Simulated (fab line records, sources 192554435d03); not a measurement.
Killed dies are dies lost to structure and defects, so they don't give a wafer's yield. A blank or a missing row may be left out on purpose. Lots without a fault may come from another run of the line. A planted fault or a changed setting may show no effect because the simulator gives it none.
fab line records | flow n5_finfet
record lots=24 wafers=72 last_day=18
route steps=1938 shown BEOL_M8@1335 BEOL_M9@1405
lots that met no fault: from a run of the same line without faults
start_h: hours from the record's first day to the start of the lot's first wafer shown | wait_h: hours since the lot's step before | " the same as in the row above | L1.1+2: a row that stands for several wafers | - no value, or no start given | * or withheld: withheld | < > ~ a bound
route shown NAME@n: a module of which the file shows steps, and the number in the route of the first | usual: mean/standard deviation of fault-free wafers | same: alike in all rows | chamber/n: place in a boat | sites: the reading at each site | _std_site: their standard deviation | _edge_site: outer sites' mean less inner sites' | radius_mm: how far each site lies from the wafer's centre | mask NAME#n: copy n | behind: the tool/chamber that last shaped the wafer | hold: why the lot was held/for how many hours/how that ended | device: the transistor (n, p or np) that didn't switch | end of line: the same wafers' tests at the end of the route | a step without rows: its recipe alone | killed: dies lost to structure and defects at the first sort, not the wafer's yield | map: a wafer's dies, x killed, . not, _ none there
set.NAME: the setting as run; set.NAME@STEP: as run at that earlier step | model.NAME: the simulator's own value behind a step, which no gauge read
steps of the route over a sample of lots; a table a step, a row a wafer
services: from which hour (start_h, from the record's first day; less than 0 if before it) a tool's chamber was out of use, for how many hours, and why
## steps
# step N5_BEOL_M8_PECVD_70
# recipe material=SiO2 target_thk_a=200 temp_c=400 precursor=TEOS/O2 pressure_torr=5.5 rf_w=450 teos_flow_sccm=53.8 gas=O2 flow_sccm=3000 time_s=22.7
# usual heater_power_w=668/75 showerhead_plenum_p_Torr=8.78/0.087 throttle_valve_pct=22.6/1.4
# columns lot.wafer tool chamber start_h wait_h heater_power_w showerhead_plenum_p_Torr since_wet_clean_h throttle_valve_pct
L074.1 pecvd-03 0 202.14 0.0 717 8.86 1087 24.8
L074.4 " 0 " " 728 8.86 - 24.8
L074.5 " 0 " " 731 8.83 - 24.5
L076.1 pecvd-02 0 216.36 0.0 676 8.76 1283 22.6
L076.3 " 2 " " 762 8.86 529 22.9
L076.5 " 2 " " 764 8.84 - 23.0
L075.3 pecvd-03 0 235.56 0.0 747 8.86 1121 24.8
L075.5 " 0 " " 736 8.84 - 24.8
L075.6 " 1 " " 590 8.81 - 22.4
L078.1 pecvd-03 0 236.86 0.0 658 8.86 1122 24.9
L078.4 " 0 " " 653 8.86 - 24.7
L078.5 " 2 " " 628 8.79 - 20.4
L077.1 pecvd-04 0 246.80 0.0 609 8.54 769 23.2
L077.5 " 1 " " 530 8.80 - 22.2
L077.6 " 0 " " 619 8.53 - 23.3
L083.1 pecvd-04 1 259.70 0.0 600 8.79 1507 22.4
L083.2 " 2 " " 537 8.74 28 19.9
L083.5 " 0 " " 626 8.56 - 23.6
L079.2 pecvd-02 2 262.19 0.0 747 8.86 574 23.5
L079.4 " 0 " " 739 8.75 - 22.8
L079.6 " 1 " " 701 8.86 - 23.5
L081.1 pecvd-02 0 269.45 0.0 765 8.73 1336 22.5
L081.2 " 2 " " 674 8.82 582 23.2
L081.5 " 0 " " 768 8.73 - 22.6
L080.1 pecvd-02 0 273.23 0.0 746 8.76 1340 22.8
L080.2 " 2 " " 751 8.83 586 22.9
L080.5 " 0 " " 739 8.75 - 22.5
L084.1 pecvd-04 2 282.41 0.0 542 8.79 51 20.2
L084.4 " 0 " " 544 8.57 - 23.5
L084.5 " 1 " " 620 8.78 - 22.6
L082.2 pecvd-03 0 282.69 0.0 743 8.84 1168 25.0
L082.4 " 0 " " 741 8.87 - 24.7
L082.5 " 2 " " 698 8.81 - 20.1
L087.3 pecvd-02 2 283.32 0.0 754 8.88 596 22.9
L087.5 " 1 " " 690 8.84 - 23.9
L087.6 " 0 " " 798 8.74 - 22.9
L085.2 pecvd-02 2 295.46 0.0 700 8.86 608 23.4
L085.5 " 2 " " 688 8.83 - 23.1
L085.6 " 0 " " 750 8.75 - 22.7
L086.1 pecvd-04 1 301.04 0.0 641 8.80 1549 22.3
L086.3 " 2 " " 567 8.78 70 20.2
L086.4 " 2 " " 599 8.74 - 20.0
L090.1 pecvd-04 1 306.09 0.0 503 8.80 1554 22.6
L090.4 " 0 " " 589 8.56 - 23.6
L090.5 " 1 " " 519 8.80 - 22.5
L088.1 pecvd-03 1 306.91 0.0 680 8.80 1917 22.6
L088.2 " 0 " " 751 8.85 1192 25.0
L088.3 " 2 " " 703 8.80 438 20.2
L089.1 pecvd-04 1 315.30 0.0 620 8.80 1563 22.4
L089.4 " 0 " " 571 8.54 - 23.4
L089.6 " 1 " " 627 8.79 - 22.2
L091.1 pecvd-02 0 328.85 0.0 648 8.74 1395 22.8
L091.4 " 2 " " 784 8.85 - 23.2
L091.5 " 0 " " 645 8.73 - 22.8
L092.1 pecvd-04 2 331.36 0.0 557 8.77 100 20.2
L092.4 " 0 " " 613 8.55 - 23.4
L092.5 " 1 " " 600 8.79 - 22.3
L093.1 pecvd-02 0 336.16 0.0 723 8.74 1403 22.6
L093.4 " 0 " " 732 8.76 - 22.5
L093.6 " 1 " " 720 8.83 - 23.7
L096.1 pecvd-02 1 337.16 0.0 721 8.83 2129 23.7
L096.3 " 2 " " 771 8.84 649 23.5
L096.5 " 0 " " 785 8.75 - 22.4
L094.1 pecvd-03 0 338.50 0.0 749 8.85 1224 24.7
L094.5 " 0 " " 734 8.85 - 24.6
L094.6 " 1 " " 666 8.81 - 22.4
L095.3 pecvd-04 0 341.47 0.0 627 8.56 864 23.5
L095.5 " 1 " " 606 8.78 - 22.5
L095.6 " 2 " " 593 8.76 - 20.0
L097.2 pecvd-03 2 362.27 0.0 726 8.80 493 20.4
L097.4 " 2 " " 718 8.81 - 20.3
L097.6 " 1 " " 684 8.80 - 22.3
# step N5_BEOL_M8_CD_MEAS_35
# recipe target_cd_nm=40 polarity=opening
# usual cd_nm=39.9/0.44
# columns lot.wafer tool chamber start_h wait_h cd_nm
L074.1 cd_sem-01 - 206.83 0.0 40.1
L074.4 " - " " 39.4
L074.5 " - " " 39.7
L076.1 cd_sem-01 - 221.34 0.0 39.9
L076.3 " - " " 39.9
L076.5 " - " " 40.4
L075.3 cd_sem-01 - 239.56 0.0 39.3
L075.5 " - " " 39.0
L075.6 " - " " 40.2
L078.1 cd_sem-02 - 240.07 0.0 40.2
L078.4 " - " " 40.0
L078.5 " - " " 39.6
L077.1 cd_sem-03 - 250.48 0.0 39.8
L077.5 " - " " 39.8
L077.6 " - " " 39.5
L083.1 cd_sem-03 - 264.84 0.0 39.7
L083.2 " - " " 39.8
L083.5 " - " " 40.0
L079.2 cd_sem-03 - 270.68 0.0 40.8
L079.4 " - " " 40.4
L079.6 " - " " 40.4
L081.1 cd_sem-03 - 273.16 0.0 40.1
L081.2 " - " " 40.3
L081.5 " - " " 39.8
L080.1 cd_sem-02 - 275.66 0.0 40.1
L080.2 " - " " 40.5
L080.5 " - " " 40.2
L084.1 cd_sem-01 - 289.10 0.0 40.1
L084.4 " - " " 40.1
L084.5 " - " " 40.3
L082.2 cd_sem-01 - 289.45 0.0 39.9
L082.4 " - " " 40.3
L082.5 " - " " 40.6
L087.3 cd_sem-02 - 289.85 0.0 38.6
L087.5 " - " " 39.2
L087.6 " - " " 39.3
L085.2 cd_sem-02 - 299.22 0.0 40.2
L085.5 " - " " 40.4
L085.6 " - " " 40.4
L086.1 cd_sem-03 - 304.85 0.0 40.0
L086.3 " - " " 39.7
L086.4 " - " " 39.4
L088.1 cd_sem-02 - 311.03 0.0 40.0
L088.2 " - " " 40.3
L088.3 " - " " 40.5
L090.1 cd_sem-03 - 311.26 0.0 39.4
L090.4 " - " " 39.1
L090.5 " - " " 39.5
L089.1 cd_sem-03 - 320.12 0.0 40.5
L089.4 " - " " 40.7
L089.6 " - " " 40.5
L091.1 cd_sem-01 - 334.35 0.0 39.8
L091.4 " - " " 40.0
L091.5 " - " " 40.2
L092.1 cd_sem-02 - 334.52 0.0 40.5
L092.4 " - " " 40.3
L092.5 " - " " 40.1
L093.1 cd_sem-02 - 339.01 0.0 40.8
L093.4 " - " " 40.3
L093.6 " - " " 40.5
L096.1 cd_sem-02 - 344.42 0.0 39.3
L096.3 " - " " 39.5
L096.5 " - " " 39.5
L094.1 cd_sem-02 - 344.65 0.0 39.6
L094.5 " - " " 40.0
L094.6 " - " " 40.2
L095.3 cd_sem-03 - 346.20 0.0 39.7
L095.5 " - " " 40.3
L095.6 " - " " 39.5
L097.2 cd_sem-03 - 365.22 0.0 40.0
L097.4 " - " " 39.6
L097.6 " - " " 40.5
# step N5_BEOL_M8_SURFACE_TREAT_79
# recipe gas=Ar time_s=* ion_energy_ev=* ion_current_ma_cm2=0.5 pressure_mtorr=* ar_flow_sccm=30
# usual throttle_valve_pct=*
# columns lot.wafer tool chamber start_h wait_h throttle_valve_pct
L074.1 pvd_sputter-01 - 208.56 0.2 *
L074.4 " - " " *
L074.5 " - " " *
L076.1 pvd_sputter-01 - 222.82 0.2 *
L076.3 " - " " *
L076.5 " - " " *
L075.3 pvd_sputter-03 - 244.07 0.2 *
L075.5 " - " " *
L075.6 " - " " *
L078.1 pvd_sputter-03 - 244.11 0.2 *
L078.4 " - " " *
L078.5 " - " " *
L077.1 pvd_sputter-02 - 251.76 0.3 *
L077.5 " - " " *
L077.6 " - " " *
L083.1 pvd_sputter-01 - 265.83 0.2 *
L083.2 " - " " *
L083.5 " - " " *
L079.2 pvd_sputter-01 - 272.27 0.2 *
L079.4 " - " " *
L079.6 " - " " *
L081.1 pvd_sputter-02 - 275.86 0.2 *
L081.2 " - " " *
L081.5 " - " " *
L080.1 pvd_sputter-02 - 276.62 0.2 *
L080.2 " - " " *
L080.5 " - " " *
L084.1 pvd_sputter-02 - 290.19 0.2 *
L084.4 " - " " *
L084.5 " - " " *
L082.2 pvd_sputter-02 - 290.39 0.2 *
L082.4 " - " " *
L082.5 " - " " *
L087.3 pvd_sputter-03 - 290.95 0.2 *
L087.5 " - " " *
L087.6 " - " " *
L085.2 pvd_sputter-02 - 300.23 0.2 *
L085.5 " - " " *
L085.6 " - " " *
L086.1 pvd_sputter-01 - 305.92 0.2 *
L086.3 " - " " *
L086.4 " - " " *
L088.1 pvd_sputter-02 - 313.81 1.7 *
L088.2 " - " " *
L088.3 " - " " *
L090.1 pvd_sputter-02 - 314.27 0.2 *
L090.4 " - " " *
L090.5 " - " " *
L089.1 pvd_sputter-02 - 321.19 0.3 *
L089.4 " - " " *
L089.6 " - " " *
L091.1 pvd_sputter-01 - 335.28 0.2 *
L091.4 " - " " *
L091.5 " - " " *
L092.1 pvd_sputter-01 - 335.60 0.2 *
L092.4 " - " " *
L092.5 " - " " *
L093.1 pvd_sputter-03 - 340.40 0.4 *
L093.4 " - " " *
L093.6 " - " " *
L096.1 pvd_sputter-02 - 345.23 0.2 *
L096.3 " - " " *
L096.5 " - " " *
L094.1 pvd_sputter-02 - 346.21 0.5 *
L094.5 " - " " *
L094.6 " - " " *
L095.3 pvd_sputter-02 - 347.37 0.2 *
L095.5 " - " " *
L095.6 " - " " *
L097.2 pvd_sputter-02 - 368.36 1.8 *
L097.4 " - " " *
L097.6 " - " " *
# step N5_BEOL_M8_THK_MEAS_53
# recipe thk_meas_gauge=xrf reads=Cu_of_BEOL_M8_ECD_50
# usual M8_THK=80.7/1.6
# columns lot.wafer tool chamber start_h wait_h M8_THK[nm]
L074.1 film_metro-02 - 209.62 - 78.5
L074.4 " - " " 77.7
L074.5 " - " " 77.9
L076.1 film_metro-02 - 224.00 - 80.6
L076.3 " - " " 79.1
L076.5 " - " " 81.4
L075.3 film_metro-01 - 245.20 - 79.6
L075.5 " - " " 81.1
L075.6 " - " " 79.3
L078.1 film_metro-02 - 245.42 - 82.4
L078.4 " - " " 80.4
L078.5 " - " " 82.9
L077.1 film_metro-01 - 253.30 - 78.7
L077.5 " - " " 80.7
L077.6 " - " " 80.6
L083.1 film_metro-02 - 268.97 - 81.4
L083.2 " - " " 80.9
L083.5 " - " " 80.5
L079.2 film_metro-02 - 273.42 - 82.0
L079.4 " - " " 80.8
L079.6 " - " " 81.4
L081.1 film_metro-01 - 277.28 - 79.1
L081.2 " - " " 81.6
L081.5 " - " " 81.9
L080.1 film_metro-01 - 279.38 - 76.0
L080.2 " - " " 79.3
L080.5 " - " " 77.2
L084.1 film_metro-02 - 292.10 - 79.9
L084.4 " - " " 80.1
L084.5 " - " " 79.3
L082.2 film_metro-01 - 292.28 - 81.4
L082.4 " - " " 84.3
L082.5 " - " " 82.7
L087.3 film_metro-01 - 292.84 - 81.2
L087.5 " - " " 82.3
L087.6 " - " " 82.8
L085.2 film_metro-02 - 301.56 - 80.9
L085.5 " - " " 79.7
L085.6 " - " " 78.4
L086.1 film_metro-01 - 307.65 - 82.5
L086.3 " - " " 83.8
L086.4 " - " " 83.8
L088.1 film_metro-02 - 314.90 - 78.8
L088.2 " - " " 79.8
L088.3 " - " " 82.0
L090.1 film_metro-02 - 315.29 - 81.5
L090.4 " - " " 81.2
L090.5 " - " " 80.5
L089.1 film_metro-02 - 323.36 - 79.8
L089.4 " - " " 80.5
L089.6 " - " " 81.2
L091.1 film_metro-01 - 336.50 - 78.1
L091.4 " - " " 79.3
L091.5 " - " " 80.9
L092.1 film_metro-01 - 336.98 - 81.6
L092.4 " - " " 79.0
L092.5 " - " " 79.9
L093.1 film_metro-02 - 341.69 - 81.0
L093.4 " - " " 81.4
L093.6 " - " " 81.1
L096.1 film_metro-02 - 346.26 - 78.7
L096.3 " - " " 79.1
L096.5 " - " " 80.3
L094.1 film_metro-02 - 347.65 - 79.2
L094.5 " - " " 82.1
L094.6 " - " " 78.5
L095.3 film_metro-02 - 348.44 - 79.4
L095.5 " - " " 78.9
L095.6 " - " " 81.9
L097.2 film_metro-01 - 369.52 - 79.7
L097.4 " - " " 79.6
L097.6 " - " " 81.7
# step N5_BEOL_M9_HM_DEP_02
# recipe material=TiN target_thk_a=200 temp_c=25 chamber_pressure_pa=0.49996
# usual throttle_valve_pct=29.5/0.75
# columns lot.wafer tool chamber start_h wait_h throttle_valve_pct
L074.1 pvd_sputter-01 - 211.38 0.9 29.8
L074.4 " - " " 30.8
L074.5 " - " " 29.7
L076.1 pvd_sputter-03 - 226.49 1.2 30.1
L076.3 " - " " 28.5
L076.5 " - " " 28.2
L075.3 pvd_sputter-02 - 247.10 1.1 30.6
L075.5 " - " " 30.6
L075.6 " - " " 27.9
L078.1 pvd_sputter-02 - 247.96 1.2 27.7
L078.4 " - " " 30.4
L078.5 " - " " 29.4
L077.1 pvd_sputter-03 - 256.34 2.2 29.7
L077.5 " - " " 30.3
L077.6 " - " " 29.8
L083.1 pvd_sputter-02 - 270.23 0.4 29.7
L083.2 " - " " 29.2
L083.5 " - " " 27.9
L079.2 pvd_sputter-02 - 275.68 1.4 28.1
L079.4 " - " " 29.8
L079.6 " - " " 28.2
L081.1 pvd_sputter-01 - 279.69 1.6 30.0
L081.2 " - " " 29.9
L081.5 " - " " 29.9
L080.1 pvd_sputter-02 - 280.96 0.7 29.5
L080.2 " - " " 29.2
L080.5 " - " " 30.0
L084.1 pvd_sputter-03 - 294.07 1.1 30.4
L084.4 " - " " 28.7
L084.5 " - " " 28.8
L082.2 pvd_sputter-03 - 294.17 0.8 30.5
L082.4 " - " " 28.4
L082.5 " - " " 29.8
L087.3 pvd_sputter-03 - 294.71 1.0 28.5
L087.5 " - " " 28.8
L087.6 " - " " 29.4
L085.2 pvd_sputter-01 - 303.24 0.6 30.6
L085.5 " - " " 30.0
L085.6 " - " " 30.5
L086.1 pvd_sputter-03 - 311.04 1.0 29.0
L086.3 " - " " 30.2
L086.4 " - " " 29.8
L088.1 pvd_sputter-02 - 317.31 1.6 28.1
L088.2 " - " " 29.5
L088.3 " - " " 29.4
L090.1 pvd_sputter-02 - 317.41 1.3 28.1
L090.4 " - " " 29.5
L090.5 " - " " 29.7
L089.1 pvd_sputter-03 - 324.82 0.6 29.7
L089.4 " - " " 29.2
L089.6 " - " " 29.8
L091.1 pvd_sputter-01 - 338.64 1.3 29.9
L091.4 " - " " 28.6
L091.5 " - " " 29.8
L092.1 pvd_sputter-02 - 338.70 0.9 29.6
L092.4 " - " " 29.2
L092.5 " - " " 30.7
L093.1 pvd_sputter-03 - 344.28 1.8 30.3
L093.4 " - " " 28.6
L093.6 " - " " 29.3
L096.1 pvd_sputter-02 - 347.53 0.4 27.9
L096.3 " - " " 28.9
L096.5 " - " " 30.3
L094.1 pvd_sputter-03 - 349.62 1.1 30.5
L094.5 " - " " 30.1
L094.6 " - " " 29.8
L095.3 pvd_sputter-03 - 350.24 1.0 28.4
L095.5 " - " " 28.7
L095.6 " - " " 29.3
L097.2 pvd_sputter-02 - 371.78 1.4 30.4
L097.4 " - " " 29.4
L097.6 " - " " 29.4
# step N5_BEOL_M9_HM_OPEN_17
# recipe chemistry=Cl2/BCl3 target_depth_a=200 overetch_a=60 target=TiN mask_material=SOC ion_energy_ev=150 pressure_mtorr=10 icp_w=1000 bias_w=126 Cl2_flow_sccm=53.25 bcl3_flow_sccm=21.75 Ar_flow_sccm=25
# usual drypump_motor_current_A=6.0/0.36 oes_product_au=0.63/0.067 throttle_valve_pct=22.03/0.15
# columns lot.wafer tool chamber start_h wait_h drypump_motor_current_A oes_product_au rf_hours_counter_h throttle_valve_pct
L074.1 rie_metal-02 1 212.47 0.0 6.3 0.64 53 21.95
L074.4 " 1 " " 6.3 0.64 - 21.93
L074.5 " 1 " " 6.3 0.64 - 21.95
L076.1 rie_metal-02 0 227.42 0.0 6.5 0.60 76 21.97
L076.3 " 1 " " 6.3 0.64 - 21.95
L076.5 " 1 " " 6.3 0.64 - 21.93
L075.3 rie_metal-03 0 248.14 0.1 6.1 0.55 - 22.30
L075.5 " 0 " " 6.2 0.56 - 22.31
L075.6 " 0 " " 6.1 0.56 - 22.33
L078.1 rie_metal-01 0 248.82 0.0 5.7 0.73 18 21.92
L078.4 " 1 " " 5.3 0.64 - 21.88
L078.5 " 1 " " 5.3 0.65 - 21.89
L077.1 rie_metal-01 0 257.20 0.0 5.7 0.74 19 21.94
L077.5 " 1 " " 5.3 0.64 - 21.89
L077.6 " 0 " " 5.7 0.73 - 21.93
L083.1 rie_metal-01 0 270.96 0.0 5.7 0.73 21 21.94
L083.2 " 1 " " 5.3 0.64 53 21.85
L083.5 " 1 " " 5.3 0.64 - 21.87
L079.2 rie_metal-02 1 277.01 0.0 6.3 0.63 59 21.94
L079.4 " 1 " " 6.3 0.63 - 21.97
L079.6 " 1 " " 6.3 0.62 - 21.97
L081.1 rie_metal-01 0 280.50 0.0 5.8 0.73 21 21.95
L081.2 " 1 " " 5.3 0.63 53 21.91
L081.5 " 0 " " 5.7 0.72 - 21.93
L080.1 rie_metal-03 0 281.77 0.0 6.1 0.55 98 22.31
L080.2 " 1 " " 6.0 0.71 26 21.96
L080.5 " 1 " " 6.0 0.71 - 21.99
L084.1 rie_metal-03 0 294.92 0.0 6.1 0.56 99 22.31
L084.4 " 0 " " 6.2 0.56 - 22.33
L084.5 " 0 " " 6.1 0.56 - 22.31
L082.2 rie_metal-01 1 295.20 0.0 5.3 0.63 55 21.89
L082.4 " 0 " " 5.8 0.73 - 21.95
L082.5 " 0 " " 5.7 0.73 - 21.93
L087.3 rie_metal-02 0 295.81 0.1 6.5 0.58 - 22.03
L087.5 " 0 " " 6.5 0.57 - 22.01
L087.6 " 1 " " 6.3 0.62 - 21.98
L085.2 rie_metal-03 0 304.32 0.0 6.1 0.55 100 22.32
L085.5 " 0 " " 6.1 0.56 - 22.31
L085.6 " 1 " " 6.0 0.69 - 21.97
L086.1 rie_metal-02 1 311.99 0.0 6.3 0.62 63 21.95
L086.3 " 0 " " 6.5 0.58 - 22.00
L086.4 " 1 " " 6.3 0.62 - 21.97
L088.1 rie_metal-02 1 318.06 0.0 6.3 0.62 63 21.96
L088.2 " 0 " " 6.5 0.57 84 22.01
L088.3 " 1 " " 6.3 0.62 - 21.96
L090.1 rie_metal-03 1 318.47 0.0 6.0 0.69 29 21.98
L090.4 " 1 " " 6.0 0.69 - 22.00
L090.5 " 0 " " 6.1 0.55 - 22.34
L089.1 rie_metal-03 1 325.88 0.0 5.9 0.69 30 21.96
L089.4 " 0 " " 6.1 0.56 - 22.29
L089.6 " 0 " " 6.1 0.55 - 22.31
L091.1 rie_metal-03 0 339.90 0.0 6.2 0.55 103 22.33
L091.4 " 1 " " 5.9 0.69 - 21.99
L091.5 " 0 " " 6.2 0.55 - 22.33
L092.1 rie_metal-01 0 339.98 0.1 5.8 0.71 26 21.94
L092.4 " 0 " " 5.8 0.72 - 21.95
L092.5 " 1 " " 5.3 0.63 - 21.88
L093.1 rie_metal-03 1 345.02 0.0 6.0 0.69 32 21.99
L093.4 " 0 " " 6.1 0.55 - 22.32
L093.6 " 0 " " 6.2 0.55 - 22.33
L096.1 rie_metal-02 0 348.38 0.0 6.5 0.58 87 22.02
L096.3 " 1 " " 6.3 0.61 - 21.95
L096.5 " 1 " " 6.3 0.61 - 21.98
L094.1 rie_metal-03 0 350.48 0.0 6.2 0.55 105 22.30
L094.5 " 1 " " 6.0 0.68 - 21.99
L094.6 " 0 " " 6.1 0.55 - 22.32
L095.3 rie_metal-02 1 351.16 0.1 6.3 0.62 - 21.96
L095.5 " 1 " " 6.3 0.62 - 21.95
L095.6 " 0 " " 6.5 0.58 - 22.01
L097.2 rie_metal-03 0 373.16 0.0 6.1 0.84 0 22.05
L097.4 " 1 " " 5.9 0.68 - 21.99
L097.6 " 1 " " 5.9 0.68 - 22.01
## services
# columns tool chamber start_h hours kind
pvd_sputter-02 - 185.64 12.6 repair
pecvd-03 2 188.00 18.4 repair
pecvd-04 2 196.43 5.5 scheduled_down
pecvd-04 2 202.38 - clean
pecvd-04 2 202.38 - consumable_replace:showerhead
pecvd-04 2 202.38 29.0 scheduled_down
pecvd-04 2 202.38 29.0 vent_cycle
pecvd-03 - 205.57 2.8 pm
pecvd-04 - 229.84 4.3 pm
pecvd-04 - 236.77 3.5 repair
rie_metal-03 1 239.02 11.6 repair
pecvd-04 - 257.15 0.9 repair
rie_metal-03 - 258.26 0.4 repair
pecvd-04 0 267.48 5.5 scheduled_down
pecvd-02 1 291.17 6.9 repair
pecvd-04 - 292.11 1.9 repair
rie_metal-01 0 302.31 5.3 repair
pecvd-03 2 307.31 8.5 repair
pecvd-03 - 318.67 1.6 repair
pecvd-03 - 339.69 1.8 repair
rie_metal-03 0 355.51 - clean
rie_metal-03 0 355.51 17.4 scheduled_down
rie_metal-03 0 355.51 17.4 vent_cycle
rie_metal-01 1 362.21 3.6 repair
## key
fault none
